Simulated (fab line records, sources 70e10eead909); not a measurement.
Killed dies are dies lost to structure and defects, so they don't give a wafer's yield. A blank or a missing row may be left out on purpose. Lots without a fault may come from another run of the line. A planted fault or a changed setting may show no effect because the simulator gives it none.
Chamber matching | flow nand_harc | NHARC_P_CONTACT_CMP_01 on cmp-04: 4 sister chambers
The step polishes SiO2, target thk 200 nm. 8 wafers are shown with their chamber, then 8 later ones without.

WAFERS WITH THEIR CHAMBER
wafer  | chamber | motor_current_A (A)
L076.1 | 0       | 10.7
L076.6 | 2       | 11.2
L088.4 | 3       | 12.5
L088.5 | 3       | 12.7
L091.4 | 1       | 13.0
L091.5 | 1       | 12.5
L091.6 | 2       | 11.0
L092.3 | 0       | 11.0

WAFERS WITHOUT THEIR CHAMBER
wafer  | motor_current_A (A)
L092.4 | 13.2
L092.6 | 10.5
L094.4 | 12.4
L094.5 | 12.6
L094.6 | 11.2
L096.1 | 12.7
L096.2 | 10.5
L096.4 | 10.9

WHICH CHAMBER EACH WENT THROUGH
wafer  | from the rows above     | in truth
L092.4 | can't be placed: 1 or 3 | 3
L092.6 | can't be placed: 0 or 2 | 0
L094.4 | can't be placed: 3 or 1 | 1
L094.5 | can't be placed: 3 or 1 | 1
L094.6 | can't be placed: 2 or 0 | 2
L096.1 | can't be placed: 1 or 3 | 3
L096.2 | can't be placed: 0 or 2 | 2
L096.4 | can't be placed: 0 or 2 | 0
Placed correctly: 0 of 8. Can't be placed from these rows: 8 (the true chamber is among the candidates in 8). Placed wrongly: 0.
How it was worked out, from the rows above alone: a wafer's distance from a chamber is the root of the sum, over the readings, of the square of ((its reading less the chamber's mean) divided by the reading's scatter). The wafer belongs to the nearest chamber; if the next one is less than 2 further off, it can't be placed. A chamber's mean is the mean of its shown wafers. The scatter: the root of (the sum of the squares of (reading less its chamber's mean) over the shown wafers, divided by (wafers less chambers)).
